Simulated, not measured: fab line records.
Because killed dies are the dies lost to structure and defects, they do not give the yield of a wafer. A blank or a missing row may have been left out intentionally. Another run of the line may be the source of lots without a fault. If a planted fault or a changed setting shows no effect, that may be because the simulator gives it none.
Chamber matching | flow n5-finfet | N5_BEOL_M15_ILD_DEP_00 on pecvd-04: 3 sister chambers
The step deposits SiO2 from TEOS/O2, target thk 1629.3 nm, time 346.1 s. 16 wafers are shown with their chamber, then 8 later ones without.

## WAFERS PAIRED WITH THEIR CHAMBERS
wafer  | chamber | throttle-valve-pct (%) | showerhead-plenum-p-Torr (Torr) | heater-power-w (W)
L078.1 | 1       | 17.2                   | 8.35                            | 662
L078.4 | 2       | 17.8                   | 8.36                            | 397
L078.5 | 0       | 18.2                   | 8.38                            | 656
L081.3 | 1       | 16.8                   | 8.37                            | 607
L081.5 | 2       | 17.8                   | 8.34                            | 404
L081.6 | 0       | 18.4                   | 8.39                            | 494
L086.1 | 0       | 18.4                   | 8.39                            | 561
L086.5 | 1       | 17.0                   | 8.34                            | 519
L086.6 | 2       | 17.9                   | 8.36                            | 516
L084.1 | 2       | 18.1                   | 8.37                            | 446
L084.2 | 0       | 18.5                   | 8.39                            | 639
L084.6 | 0       | 18.2                   | 8.39                            | 504
L087.1 | 0       | 18.5                   | 8.40                            | 607
L087.2 | 2       | 17.8                   | 8.35                            | 473
L087.3 | 1       | 17.4                   | 8.36                            | 650
L089.1 | 0       | 18.5                   | 8.40                            | 623

SIGNATURES (averages over the wafers above)
reading                  | chamber 0 | chamber 1 | chamber 2 | scatter within a chamber
throttle-valve-pct       | 18.386    | 17.100    | 17.880    | 0.17
showerhead-plenum-p-Torr | 8.3914    | 8.3550    | 8.3560    | 0.01
heater-power-w           | 583.43    | 609.50    | 447.20    | 60.6
Rule: for a wafer and a chamber, the distance is found by dividing, reading by reading, the gap between the wafer's reading and the chamber's mean by the reading's scatter, squaring, summing and taking the root. If the next closest chamber is less than 2 further off than the closest, the wafer can't be placed; otherwise it belongs to the closest. The scatter: the root of (the sum of the squares of (reading less its chamber's mean) over the shown wafers, divided by (wafers less chambers)).

## WAFERS WITH NO CHAMBER GIVEN
wafer  | throttle-valve-pct (%) | showerhead-plenum-p-Torr (Torr) | heater-power-w (W)
L089.4 | 17.1                   | 8.36                            | 518
L089.6 | 18.4                   | 8.38                            | 498
L091.1 | 17.2                   | 8.35                            | 591
L091.2 | 17.7                   | 8.35                            | 531
L091.3 | 18.5                   | 8.38                            | 558
L094.1 | 17.4                   | 8.36                            | 653
L094.3 | 18.0                   | 8.37                            | 508
L094.4 | 18.6                   | 8.37                            | 502

## THE CHAMBER EACH PASSED THROUGH
wafer  | from the rows above     | in truth
L089.4 | 1                       | 1
L089.6 | 0                       | 0
L091.1 | 1                       | 1
L091.2 | can't be placed: 2 or 1 | 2
L091.3 | 0                       | 0
L094.1 | 1                       | 1
L094.3 | can't be placed: 2 or 0 | 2
L094.4 | can't be placed: 0 or 2 | 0
Correctly placed: 5 of 8. Unplaceable from these rows: 3, with the true chamber sitting among the candidates in 3. Number placed wrongly: 0.
